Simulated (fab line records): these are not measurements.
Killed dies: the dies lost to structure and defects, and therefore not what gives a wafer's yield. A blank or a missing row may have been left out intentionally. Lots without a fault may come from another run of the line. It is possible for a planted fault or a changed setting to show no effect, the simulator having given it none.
The same fault as seen by 2 desks :: flow n5-finfet :: only its own numbers are on each desk; what lay behind them is given at the end

THE TOOL OWNER'S DESK: ald-sin-03
The tool's own readings at N5_SPACER0_ALD_08 (deposits SiNx, target thk 2 nm): means of the sampled wafers that have a number, for each lot that ran on this tool. Marked OUT: a lot whose mean sits more than 4 standard deviations from the usual mean, which makes it out of limits; the brackets give that distance.
Columns: A = heater-power-w at N5_SPACER0_ALD_08, usual 843 W
lot: L758
first seen here: day 3 20:05
A: 829

lot: L769
first seen here: day 6 13:26
A: 911

lot: L770
first seen here: day 6 19:07
A: 839
This desk found nothing out of limits on any of the 3 lots.

AT THE METROLOGY DESK
Lot by lot, what the gauges showed, no matter which tool ran the lot: averages of those sampled wafers that carry a number. Marked OUT: a lot whose mean sits more than 4 standard deviations from the usual mean, which makes it out of limits; the brackets give that distance. Shown here are 7 of its 12 readings, the ones lying furthest out on some lot.
Columns: A = DIBL_N at N5_BEOL_M4_RC_MEAS_101, usual 36.4 mV/V; B = DIBL_P at N5_BEOL_M4_RC_MEAS_101, usual 36.4 mV/V; C = IOFF_P at N5_BEOL_M4_RC_MEAS_101, usual 0.21 nA/um; D = REXT_N at N5_BEOL_M4_RC_MEAS_101, usual 75.2 ohm.um; E = REXT_P at N5_BEOL_M4_RC_MEAS_101, usual 99.9 ohm.um; F = SS_N at N5_BEOL_M4_RC_MEAS_101, usual 71.5 mV/dec; G = SS_P at N5_BEOL_M4_RC_MEAS_101, usual 73.2 mV/dec
lot: L758
first seen here: day 8 23:10
A: 36.2
B: 36.3
C: 0.22
D: 75.5
E: 104.0
F: 72.0
G: 73.2

lot: L769
first seen here: day 11 16:50
A: 37.8
B: 38.6
C: 0.22
D: 73.2
E: 94.8
F: 71.2
G: 73.7

lot: L770
first seen here: day 11 21:13
A: 33.6
B: 33.9
C: 0.17
D: 71.6
E: 98.1
F: 70.8
G: 72.1

lot: L773
first seen here: day 12 15:22
A: 36.0
B: 36.2
C: 0.19
D: 72.8
E: 100.4
F: 71.6
G: 73.5
This desk found nothing out of limits on any of the 4 lots.

TAKEN TOGETHER
The desk of the tool owner found nothing out of limits.
Nothing out of limits was seen by the metrology desk.

WHAT THE SIMULATOR HAD PUT IN
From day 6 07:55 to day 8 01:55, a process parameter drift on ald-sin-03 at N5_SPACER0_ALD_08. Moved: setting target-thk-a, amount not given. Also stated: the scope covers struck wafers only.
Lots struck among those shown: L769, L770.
